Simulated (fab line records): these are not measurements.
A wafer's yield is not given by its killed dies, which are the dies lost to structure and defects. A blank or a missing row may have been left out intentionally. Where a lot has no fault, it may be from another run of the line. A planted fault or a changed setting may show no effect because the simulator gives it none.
A struck lot beside a sound one | flow nand harc | 21 steps out of a route of 1302
Sound: wafers L405.1, L405.2, L405.6. Wafers struck: L394.2, L394.3, L394.5. The cause is given at the end.
Per side, at each step with rows, come the tool, then ch with its chambers, and then its first start. Under that, the readings that differ: sound wafers | struck wafers | difference of the means | sigmas: that difference in standard deviations of wafers without a fault.
alike: a reading whose means differ by less than 2 such deviations, as well as words and numbers matching on both sides. not compared: withheld readings; readings where some wafer has no value; bounds like >300 that might hide an equal value; numbers whose values overlap and for which the record gives no deviation.
A row with sigmas, a row that says differs or no value, or rows on one side alone: a step with any of these is where the two part. When numbers do not overlap yet have no deviation, they are printed without sigmas and do not part them. A reading missing from all wafers of one side parts the sides only when that side holds two or more wafers.

NHARC_P_CONTACT_CMP_24: polishes, t overpolish 30 s, target thk 200 nm.
  sound on cmp-02 ch 0,2,3, day 14 04:15; struck on cmp-02 ch 2,3, day 9 05:38
  alike: motor current A, overpolish run s, retaining ring pressure frac, time to endpoint s
next, for these wafers, 1 step has no rows: NHARC_P_CONTACT_SRD_26.
NHARC_P_CONTACT_INSPECT_27:
  sound on defect inspect-02, day 14 04:39; struck on defect inspect-02, day 9 06:02
  alike: raw defect count
then, 8 steps without rows for these wafers: NHARC_P_M0_DEP_00 (deposits SiOC, target thk 150 nm); NHARC_P_M0_DEHYDRATE_01 (time 120 s); NHARC_P_M0_HMDS_02 (time 30 s); NHARC_P_M0_COAT_33 (time 65 s); NHARC_P_M0_COAT_03 (resist thk 90 nm); NHARC_P_M0_SOFTBAKE_04 (time 55 s); NHARC_P_M0_EBR_05; NHARC_P_M0_EXPOSE_06 (exposes mask P M0, target cd 90 nm).
NHARC_P_M0_PEB_07: peb time 65 s.
  sound on litho track-06 ch 0, day 14 05:31; struck on litho track-01 ch 0, day 9 06:44
  reading                  | sound             | struck            | difference | sigmas
  heater power total W (W) | 156.6 156.2 157.2 | 161.7 162.0 162.2 | +5.3       | +13
  alike: chill plate temp C
then, 1 step without rows for these wafers: NHARC_P_M0_DEVELOP_08 (develop time 35 s).
NHARC_P_M0_CD_MEAS_09: the cd target is 90 nm.
  sound on cd sem-02 ch 0, day 14 05:36; struck on cd sem-01 ch 0, day 9 06:49
  reading    | sound          | struck         | difference | sigmas
  cd nm (nm) | 90.1 90.7 89.5 | 87.0 87.4 87.1 | -2.9       | -4
NHARC_P_M0_OVL_MEAS_10: pitch 180 nm.
  sound on overlay-02, day 14 05:41; struck on overlay-01, day 9 06:55
  reading           | sound       | struck        | difference | sigmas
  overlay y nm (nm) | 1.2 1.5 1.3 | 0.4 -0.4 -0.7 | -1.6       | -2
  alike: overlay x nm
NHARC_P_M0_INSPECT_11:
  sound on defect inspect-02, day 14 05:43; struck on defect inspect-02, day 9 06:57
  alike: raw defect count
NHARC_P_M0_DESCUM_14: chemistry O2, time 3 s.
  sound on rie diel-13 ch 0,1,3, day 14 05:47; struck on rie diel-13 ch 1,3, day 9 07:01
  reading               | sound             | struck            | difference | sigmas
  model.P_M0.cd nm (nm) | 90.27 90.09 88.79 | 87.79 87.08 87.72 | -2.19      |
  alike: drypump motor current A, oes product au, rf vpp V, showerhead plenum p Torr, throttle valve pct
  not compared: rf hours counter h
NHARC_P_M0_ETCH_34: etches the open film in N2/H2, target depth 40 nm, overetch 12 nm, time 43.94 s.
  sound on rie diel-13 ch 1,2,3, day 14 05:52; struck on rie diel-13 ch 0,1,3, day 9 07:06
  alike: drypump motor current A, oes product au, rf fwd power W, rf vpp V, showerhead plenum p Torr, throttle valve pct
  not compared: rf hours counter h
NHARC_P_M0_ETCH_15: etches the open film in C4F8/Ar, target depth 150 nm, overetch 15 nm, time 82.5 s.
  sound on rie diel-13 ch 0,3; struck on rie diel-13 ch 2,3
  reading               | sound             | struck            | difference | sigmas
  oes product au (a.u.) | 0.983 0.968 0.987 | 0.931 0.939 0.928 | -0.047     | -2
  model.P_M0.cd nm (nm) | 90.41 90.19 88.93 | 87.72 87.43 87.73 | -2.22      |
  alike: rf fwd power W, rf vpp V
  not compared: rf hours counter h
NHARC_P_M0_CD_MEAS_16:
  sound on cd sem-03, day 14 06:05; struck on cd sem-02, day 9 07:19
  reading    | sound          | struck         | difference | sigmas
  cd nm (nm) | 90.4 90.1 88.9 | 88.0 87.6 87.7 | -2.0       | -2
NHARC_END_SORT_01:
  the record has rows for the sound wafers here (prober-01 ch 0, day 32 19:14) and none for the struck ones

== WHERE THEY PART ==
At NHARC_P_M0_PEB_07 first; at NHARC_END_SORT_01 last (within this record only).

WHY: what the simulator had put in
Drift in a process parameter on litho track-01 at NHARC_P_M0_PEB_07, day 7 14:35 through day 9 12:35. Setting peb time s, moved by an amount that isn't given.
